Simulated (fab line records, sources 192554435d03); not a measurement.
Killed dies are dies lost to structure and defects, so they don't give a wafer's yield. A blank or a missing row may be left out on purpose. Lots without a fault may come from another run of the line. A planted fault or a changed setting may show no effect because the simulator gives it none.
Tool commonality check | flow n5_finfet | 11 lots, 33 wafers sampled

WHY IT WAS OPENED
At N5_BEOL_M10_CD_MEAS_28 the reading cd_nm is flagged on 2 of 11 lots. Wafers without a fault read 69.2 nm, standard deviation 1.1.
Rule: a lot is flagged when every wafer of it that has a number lies more than 4 standard deviations from that mean, or none has a number. The other lots count as sound.

lot  | measured     | on        | cd_nm (nm), wafer by wafer | flag
L922 | day 11 12:27 | cd_sem-01 | 68.9 69.3 68.7             |
L923 | day 11 13:35 | cd_sem-02 | 68.6 67.6 67.6             |
L924 | day 11 19:01 | cd_sem-01 | 66.8 67.7 68.5             |
L926 | day 11 20:28 | cd_sem-03 | 68.9 70.0 69.4             |
L930 | day 13 01:01 | cd_sem-02 | 69.4 69.8 68.9             |
L931 | day 13 23:27 | cd_sem-03 | 60.9 62.4 62.4             | FLAGGED
L932 | day 14 03:17 | cd_sem-02 | 70.9 71.2 69.5             |
L935 | day 14 04:31 | cd_sem-03 | 64.2 63.4 63.9             | FLAGGED
L939 | day 15 05:49 | cd_sem-03 | 68.6 69.6 68.1             |
L941 | day 16 01:42 | cd_sem-03 | 68.9 68.8 70.3             |
L942 | day 16 23:20 | cd_sem-02 | 67.9 69.1 68.4             |
The numbers of the flagged lots are 62.9 nm on average: -6.3 nm against the usual, or -6 standard deviations.

WHICH TOOL RAN EACH LOT
The record holds 3 process steps before the reading, out of a route of 1938 steps. In each cell: the tool, then ch and the chambers that the sampled wafers went through, then the start.
lot  | flag    | N5_BEOL_M9_ANNEAL_51             | N5_BEOL_M10_HM_OPEN_17            | N5_BEOL_M10_EXPOSE_25
L922 |         | rtp_anneal-01 ch 0, day 11 06:47 | rie_metal-03 ch 0,1, day 11 11:38 | arfi_scanner-01 ch 0, day 11 12:19
L923 |         | rtp_anneal-02 ch 0, day 11 07:28 | rie_metal-02 ch 0, day 11 12:08   | arfi_scanner-02 ch 0, day 11 13:28
L924 |         | rtp_anneal-01 ch 0, day 11 15:06 | rie_metal-02 ch 1, day 11 18:24   | arfi_scanner-03 ch 0, day 11 18:54
L926 |         | rtp_anneal-02 ch 0, day 11 15:23 | rie_metal-03 ch 0,1, day 11 19:00 | arfi_scanner-02 ch 0, day 11 20:20
L930 |         | rtp_anneal-01 ch 0, day 12 20:56 | rie_metal-01 ch 0,1, day 13 00:26 | arfi_scanner-02 ch 0, day 13 00:53
L931 | FLAGGED | rtp_anneal-02 ch 0, day 13 18:34 | rie_metal-01 ch 0,1, day 13 21:17 | arfi_scanner-02 ch 0, day 13 23:20
L932 |         | rtp_anneal-02 ch 0, day 13 21:32 | rie_metal-03 ch 0, day 14 02:22   | arfi_scanner-03 ch 0, day 14 03:10
L935 | FLAGGED | rtp_anneal-01 ch 0, day 13 23:18 | rie_metal-02 ch 0,1, day 14 03:29 | arfi_scanner-02 ch 0, day 14 04:23
L939 |         | rtp_anneal-02 ch 0, day 15 01:58 | rie_metal-02 ch 0,1, day 15 04:45 | arfi_scanner-03 ch 0, day 15 05:42
L941 |         | rtp_anneal-02 ch 0, day 15 21:10 | rie_metal-02 ch 0,1, day 16 00:49 | arfi_scanner-01 ch 0, day 16 01:34
L942 |         | rtp_anneal-02 ch 0, day 16 16:50 | rie_metal-03 ch 0,1, day 16 21:02 | arfi_scanner-03 ch 0, day 16 23:12
What these steps do:
- N5_BEOL_M9_ANNEAL_51: time 90 s.
- N5_BEOL_M10_HM_OPEN_17: chemistry Cl2/BCl3, target TiN, target depth 20 nm, overetch 6 nm.
- N5_BEOL_M10_EXPOSE_25: exposes mask V9.
- N5_BEOL_M10_CD_MEAS_28: target cd 70 nm.

FLAGGED OVER TOTAL, TOOL BY TOOL (the gauges that took the reading come last)
step                   | tool            | lots run | flagged | share of the flagged lots | sound lots run after its first flagged lot
N5_BEOL_M9_ANNEAL_51   | rtp_anneal-01   | 4        | 1       | some                      | 0
N5_BEOL_M9_ANNEAL_51   | rtp_anneal-02   | 7        | 1       | some                      | 4 (L932,L939,L941,L942)
N5_BEOL_M10_HM_OPEN_17 | rie_metal-01    | 2        | 1       | some                      | 0
N5_BEOL_M10_HM_OPEN_17 | rie_metal-02    | 5        | 1       | some                      | 2 (L939,L941)
N5_BEOL_M10_HM_OPEN_17 | rie_metal-03    | 4        | 0       | none                      | -
N5_BEOL_M10_EXPOSE_25  | arfi_scanner-01 | 2        | 0       | none                      | -
N5_BEOL_M10_EXPOSE_25  | arfi_scanner-02 | 5        | 2       | all                       | 0
N5_BEOL_M10_EXPOSE_25  | arfi_scanner-03 | 4        | 0       | none                      | -
N5_BEOL_M10_CD_MEAS_28 | cd_sem-01       | 2        | 0       | none                      | -
N5_BEOL_M10_CD_MEAS_28 | cd_sem-02       | 4        | 0       | none                      | -
N5_BEOL_M10_CD_MEAS_28 | cd_sem-03       | 5        | 2       | all                       | 2 (L939,L941)

WHAT THE TABLE ALLOWS
2 rows of the table ran every flagged lot: arfi_scanner-02 at N5_BEOL_M10_EXPOSE_25, cd_sem-03 at N5_BEOL_M10_CD_MEAS_28.
- arfi_scanner-02 at N5_BEOL_M10_EXPOSE_25: 2 of its 5 lots flagged. Its last sound lot is L930 (day 13 00:53), its first flagged lot L931 (day 13 23:20): a fault that began between those two fits. Its own readings lie more than 4 standard deviations out on every wafer of the flagged lots: exposure_dose_mJ_cm2.
- cd_sem-03 at N5_BEOL_M10_CD_MEAS_28: 2 of its 5 lots flagged. Sound lots ran on it after the first flagged one (L939, L941), which a lasting fault on the whole tool wouldn't allow.
One tool is left: arfi_scanner-02 at N5_BEOL_M10_EXPOSE_25.

WHAT THE SIMULATOR HAD PUT IN
Process parameter drift: arfi_scanner-02, from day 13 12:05 on, at N5_BEOL_M10_EXPOSE_25. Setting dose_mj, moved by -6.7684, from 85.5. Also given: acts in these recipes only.
Lots struck among those shown: L931, L935. The rule above found the same.
